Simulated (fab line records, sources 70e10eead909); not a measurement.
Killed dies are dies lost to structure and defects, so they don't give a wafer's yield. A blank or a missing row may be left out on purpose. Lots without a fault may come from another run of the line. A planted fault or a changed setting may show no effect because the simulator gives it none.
A struck lot beside a sound one | flow nand_harc | 25 steps out of a route of 1302
Sound: wafers L813.2, L813.4, L813.5. Struck: wafers L831.1, L831.2, L831.6. The cause comes at the end.
At each step with rows: each side's tool, then ch and its chambers, then its first start. Under that, the readings that differ: sound wafers | struck wafers | difference of the means | sigmas: that difference in standard deviations of wafers without a fault.
alike: readings whose means differ by less than 2 such deviations, and words and numbers that are the same on both sides. not compared: withheld readings, readings that some wafer has no value for, bounds like >300 that may hide the same value, and numbers for which the record gives no deviation and whose values overlap.
The two part at a step that has a row with sigmas, a row that says differs or no value, or rows on one side only. Numbers that don't overlap but have no deviation are shown without sigmas and don't part them. A reading that every wafer of one side lacks parts them only if that side has two wafers or more.

first, 4 steps without rows for these wafers: NHARC_P_GATE_PRECLEAN_71 (cleans in SC1); NHARC_P_GATE_SRD_72; NHARC_P_GATE_OXIDE_16 (material SiO2, target thk 3 nm, ox time 392 s); NHARC_P_GATE_CVD_17 (deposits poly-Si, target thk 150 nm, time 900 s).
NHARC_P_GATE_HM_DEP_102: deposits aC, target thk 120 nm.
  sound on acl_dep-01 ch 0, day 6 00:59; struck on acl_dep-01 ch 0, day 13 12:17
  alike: throttle_valve_pct
then, 7 steps without rows for these wafers: NHARC_P_GATE_DEP_103 (deposits SiON, target thk 30 nm); NHARC_P_GATE_DEHYDRATE_18 (time 120 s); NHARC_P_GATE_HMDS_19 (time 30 s); NHARC_P_GATE_COAT_20 (resist thk 90 nm); NHARC_P_GATE_SOFTBAKE_21 (time 55 s); NHARC_P_GATE_EBR_22; NHARC_P_GATE_EXPOSE_23 (exposes mask P GATE, target cd 120 nm).
NHARC_P_GATE_PEB_24: peb time 65 s.
  sound on litho_track-06 ch 0, day 6 02:16; struck on litho_track-06 ch 0, day 13 13:38
  reading                  | sound                | struck            | difference | sigmas
  heater_power_total_W (W) | 156.6 156.2 157.1    | 147.0 147.8 147.6 | -9.2       | -22
  plate_temp_C (C)         | 100.26 100.13 100.34 | 95.89 95.76 95.85 | -4.41      | -32
then, 1 step without rows for these wafers: NHARC_P_GATE_DEVELOP_25 (develop time 35 s).
NHARC_P_GATE_CD_MEAS_26: target cd 120 nm.
  sound on cd_sem-02 ch 0, day 6 02:21; struck on cd_sem-01 ch 0, day 13 13:43
  reading    | sound             | struck            | difference | sigmas
  cd_nm (nm) | 119.1 119.7 119.9 | 137.0 137.9 137.0 | +17.7      | +32
NHARC_P_GATE_OVL_MEAS_27:
  sound on overlay-02, day 6 02:26; struck on overlay-01, day 13 13:48
  reading           | sound         | struck         | difference | sigmas
  overlay_x_nm (nm) | -0.4 0.1 -0.7 | -2.5 -2.3 -2.6 | -2.1       | -2
  overlay_y_nm (nm) | 1.1 1.5 1.6   | -1.1 -1.2 -1.0 | -2.5       | -3
NHARC_P_GATE_INSPECT_28:
  sound on defect_inspect-02, day 6 02:28; struck on defect_inspect-01, day 13 13:50
  alike: raw_defect_count
NHARC_P_GATE_DESCUM_31: chemistry O2, time 3 s.
  sound on rie_diel-06 ch 1,2, day 6 02:32; struck on rie_diel-06 ch 1,3, day 13 13:55
  reading                 | sound           | struck      | difference | sigmas
  model.P_GATE.cd_nm (nm) | 120 120.5 120.3 | 137 138 137 | +17        |
  alike: drypump_motor_current_A, oes_product_au, rf_vpp_V, showerhead_plenum_p_Torr, throttle_valve_pct
  not compared: rf_hours_counter_h
NHARC_P_GATE_ETCH_104: etches the open film in CF4/CHF3, target depth 60 nm.
  sound on rie_diel-06 ch 1,2, day 6 02:37; struck on rie_diel-06 ch 0,3, day 13 13:59
  alike: drypump_motor_current_A, oes_product_au, rf_vpp_V, showerhead_plenum_p_Torr, throttle_valve_pct
NHARC_P_GATE_HM_OPEN_105: chemistry O2/COS, target depth 360 nm.
  sound on rie_diel-06 ch 0,2,3; struck on rie_diel-06 ch 1,3
  alike: drypump_motor_current_A, oes_product_au, rf_vpp_V, showerhead_plenum_p_Torr, throttle_valve_pct
  not compared: rf_hours_counter_h
then, 1 step without rows for these wafers: NHARC_P_GATE_STRIP_106 (strips in O2/COS).
NHARC_P_GATE_ETCH_114: etches the open film in CF4/O2, target depth 30 nm, overetch 3 nm, time 16.5 s.
  sound on rie_diel-06 ch 2,3; struck on rie_diel-06 ch 0,2
  alike: drypump_motor_current_A, oes_o_777_au, oes_product_au, rf_vpp_V, showerhead_plenum_p_Torr, throttle_valve_pct
  not compared: rf_hours_counter_h
NHARC_P_GATE_ETCH_32: etches the open film in HBr/Cl2, target depth 150 nm, time 100.1 s.
  sound on rie_si-03 ch 0,1, day 6 03:01; struck on rie_si-05 ch 0,1,2, day 13 14:22
  reading                 | sound           | struck          | difference | sigmas
  model.P_GATE.cd_nm (nm) | 120.5 125 118.5 | 138.4 139 141.5 | +18.3      |
  alike: drypump_motor_current_A, oes_product_au, throttle_valve_pct
  not compared: rf_hours_counter_h
NHARC_P_GATE_STRIP_108: strips in O2.
  sound on rie_diel-03 ch 0,2, day 6 03:10; struck on rie_diel-06 ch 0,1,3, day 13 14:32
  alike: drypump_motor_current_A, oes_product_au, rf_vpp_V, showerhead_plenum_p_Torr, throttle_valve_pct
  not compared: rf_hours_counter_h
-- the record jumps here: 19 days lie between the struck wafers' starts before and after (it left off in module P_GATE and takes up again in module END, whose first step shown is number 1302 of the route) --
NHARC_END_SORT_01:
  the record has rows for the struck wafers here (prober-01 ch 0, day 32 17:49) and none for the sound ones

WHERE THEY PART
First at NHARC_P_GATE_PEB_24; last, within this record, at NHARC_END_SORT_01.

WHY: what the simulator had put in
Process parameter drift: litho_track-06, from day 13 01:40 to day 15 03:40, at NHARC_P_GATE_PEB_24. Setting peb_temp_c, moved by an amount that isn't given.
